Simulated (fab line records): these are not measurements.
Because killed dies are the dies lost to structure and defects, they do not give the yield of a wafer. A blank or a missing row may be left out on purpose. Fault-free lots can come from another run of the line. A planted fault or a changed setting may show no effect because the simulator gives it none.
2 desks looking at one fault || flow nandHarc || numbers are kept per desk, each desk with only its own; the story behind them comes last

## AT THE TOOL OWNER'S DESK: rieDiel-08
The tool's own readings at NHARC_A_ZERO_WELL_ETCH_19 (etches the open film in N2/H2, target depth 80 nm, overetch 24 nm, time 87.88 s): means of the sampled wafers that have a number, for each lot that ran on this tool. Marked OUT: a lot whose mean sits more than 4 standard deviations from the usual mean, which makes it out of limits; the brackets give that distance.
Columns: A = drypumpMotorCurrentA at NHARC_A_ZERO_WELL_ETCH_19, usual 5.8 A; B = oesProductAu at NHARC_A_ZERO_WELL_ETCH_19, usual 1.000 a.u.; C = rfVppV at NHARC_A_ZERO_WELL_ETCH_19, usual 431.0 V; D = showerheadPlenumPTorr at NHARC_A_ZERO_WELL_ETCH_19, usual 2.06 Torr; E = throttleValvePct at NHARC_A_ZERO_WELL_ETCH_19, usual 14.172 %
{"lot": "L484", "first seen here": "day 7 04:04", "A": 5.8, "B": 0.989, "C": 429.0, "D": 2.01, "E": 14.174}
{"lot": "L488", "first seen here": "day 7 10:50", "A": 5.7, "B": 0.998, "C": 428.5, "D": 1.98, "E": 14.178}
{"lot": "L497", "first seen here": "day 10 16:23", "A": 5.7, "B": 1.001, "C": 431.4, "D": 2.07, "E": 14.177}
This desk's verdict: no lot among the 3 shows anything out of limits.

## THE DEFECT DESK
What the inspections along the route counted, lot by lot: means of the sampled wafers that have a number. Marked OUT: a lot whose mean sits more than 4 standard deviations from the usual mean, which makes it out of limits; the brackets give that distance.
Columns: A = rawDefectCount at NHARC_A_START_INSPECT_01, usual 3.6; B = rawDefectCount at NHARC_A_ZERO_WELL_INSPECT_17, usual 10; C = rawDefectCount at NHARC_A_SOURCE_PLATE_INSPECT_08, usual 62
{"lot": "L482", "first seen here": "day 6 07:38", "A": 4.0, "B": 8, "C": 57}
{"lot": "L484", "first seen here": "day 7 03:06", "A": 3.0, "B": 8, "C": 54}
{"lot": "L488", "first seen here": "day 7 09:52", "A": 2.7, "B": 8, "C": 79}
{"lot": "L487", "first seen here": "day 7 10:58", "A": 4.0, "B": 10, "C": 49}
{"lot": "L486", "first seen here": "day 7 14:38", "A": 4.3, "B": 11, "C": 68}
{"lot": "L489", "first seen here": "day 8 08:43", "A": 1.7, "B": 3, "C": 42}
{"lot": "L490", "first seen here": "day 8 20:06", "A": 3.3, "B": 9, "C": 79}
{"lot": "L497", "first seen here": "day 10 15:16", "A": 5.0, "B": "646 (+99 or more) OUT", "C": "726 (+24) OUT"}
{"lot": "L502", "first seen here": "day 11 16:10", "A": 5.7, "B": 8, "C": 90}
{"lot": "L504", "first seen here": "day 11 23:19", "A": 3.3, "B": 11, "C": 49}
{"lot": "L505", "first seen here": "day 12 07:22", "A": 3.3, "B": 14, "C": 77}
This desk finds L497 out of limits, L497 being first, at day 10 17:46 (rawDefectCount at NHARC_A_ZERO_WELL_INSPECT_17). Within limits: L482, L484, L488, L487, L486, L489, L490, L502, L504, L505.

## BROUGHT TOGETHER
The defect desk could have raised an alarm at day 10 17:46, on L497.
The desk of the tool owner found nothing out of limits.
The tool owner's desk has L497 on record, within its limits.
All the named lots went through NHARC_A_ZERO_WELL_ETCH_19 on rieDiel-08.

## WHAT THE SIMULATOR PUT IN
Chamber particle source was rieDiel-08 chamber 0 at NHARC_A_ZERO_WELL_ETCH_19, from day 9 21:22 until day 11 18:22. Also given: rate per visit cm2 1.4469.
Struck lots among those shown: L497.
Hours from the fault's start to each desk's first reading out of limits: the defect desk, 20.
